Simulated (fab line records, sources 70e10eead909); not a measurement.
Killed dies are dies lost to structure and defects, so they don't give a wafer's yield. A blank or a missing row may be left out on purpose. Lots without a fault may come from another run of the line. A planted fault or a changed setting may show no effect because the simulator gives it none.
Problem report in the 8D (eight disciplines) form, filled by code | flow nand_harc | the parts of the form that need people (team, actions taken, sign-off) are left out

1. THE PROBLEM
killed_at_array at NHARC_END_SORT_01 reads a mean of 666 on 3 wafers of 3 lots; wafers without a fault read 56 with a standard deviation of 20. That is +30 standard deviations from the usual mean.
First seen on wafer L280.1, day 28 07:12, on prober-01. The record holds 10 wafers of 4 lots with a number at this step. Rule for "out", or "out of limits": more than 4 standard deviations from the usual mean. The other wafers with a number count as sound.

2. WHAT IT IS AND WHAT IT IS NOT
question                    | is                           | is not
which readings at this step | killed_at_array, killed_dies | killed_at_periphery, killed_open, killed_short
which lots                  | L279, L280, L281             | L286
which wafers of those lots  | L279.5, L280.1, L281.5       | L279.6, L280.3, L280.4, L281.6
read on which gauges        | prober-01, prober-02         | -
when                        | from day 28 07:12            | up to then (0 sound wafers); but 7 sound wafers of L279, L280, L281, L286 came after

3. SUSPECTS, AND WHAT RULES EACH OUT
Counting: a tool at a process step up to the reading stays a suspect if it ran every lot that is out. Sound lots after the first of them don't rule it out here, since some wafers of a struck lot are sound.
- the gauge at NHARC_END_SORT_01: ruled out. The wafers that are out were read on 2 gauges (prober-01, prober-02).
- rie_diel-09 at NHARC_A_STAIRCASE_TRIM_222 (chemistry O2, time 211.2 s): kept. It ran every lot that is out, first L280 (day 20 12:25). Its own readings are out on those wafers: oes_product_au.
- rie_diel-09 at NHARC_A_STAIRCASE_ETCH_223 (etches the open film in C4F8/O2, target depth 100 nm, time 40.5 s): kept. It ran every lot that is out, first L280 (day 20 13:19). NHARC_A_STAIRCASE_ETCH_223 gives no start for some lots, so the hours and the order of its lots are those of NHARC_A_STAIRCASE_TRIM_229.
- Within rie_diel-09 at NHARC_A_STAIRCASE_TRIM_222: the wafers that are out ran in chambers 2, 3; their sound lot-mates ran in chambers 0, 1.
Left after counting: rie_diel-09 at NHARC_A_STAIRCASE_TRIM_222, rie_diel-09 at NHARC_A_STAIRCASE_ETCH_223.

4. THE CAUSE (what the simulator had put in)
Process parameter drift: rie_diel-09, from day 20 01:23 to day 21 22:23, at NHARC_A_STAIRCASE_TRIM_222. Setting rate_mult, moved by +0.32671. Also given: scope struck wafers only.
Counting left 2 suspects, and this tool is among them.

5. THE CHAIN OF EFFECTS, in route order
Each row: a reading whose mean over the struck wafers that have a number lies more than 3 standard deviations from the usual. Only readings for which the record gives a usual standard deviation are gone through. hours: the time from each lot's start at the first step in this table that gives one to its start at this step, as a median over the lots. sigmas: the change in usual standard deviations.
hours | step                       | reading         | usual      | on struck wafers | change | sigmas
0     | NHARC_A_STAIRCASE_TRIM_222 | oes_product_au  | 1.002 a.u. | 1.223            | +0.221 | +26
190   | NHARC_END_SORT_01          | killed_at_array | 56         | 666              | +610   | +30
190   | NHARC_END_SORT_01          | killed_dies     | 60         | 670              | +610   | +30
The process steps in it:
- NHARC_A_STAIRCASE_TRIM_222: chemistry O2, time 211.2 s.

6. WHAT WOULD HAVE CAUGHT IT SOONER
In this record the first reading out of limits at a measuring or inspecting step was taken at day 28 07:12, 198 hours after the fault began at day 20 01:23.
The tool's own readings at NHARC_A_STAIRCASE_TRIM_222 were out on every struck wafer that the step has a row for (oes_product_au): an alarm limit on them would have fired on the first of those.
All the lots that are out (3) had begun NHARC_A_STAIRCASE_TRIM_222 on rie_diel-09 by day 28 07:12. A hold on the tool at that time would have spared none of them.
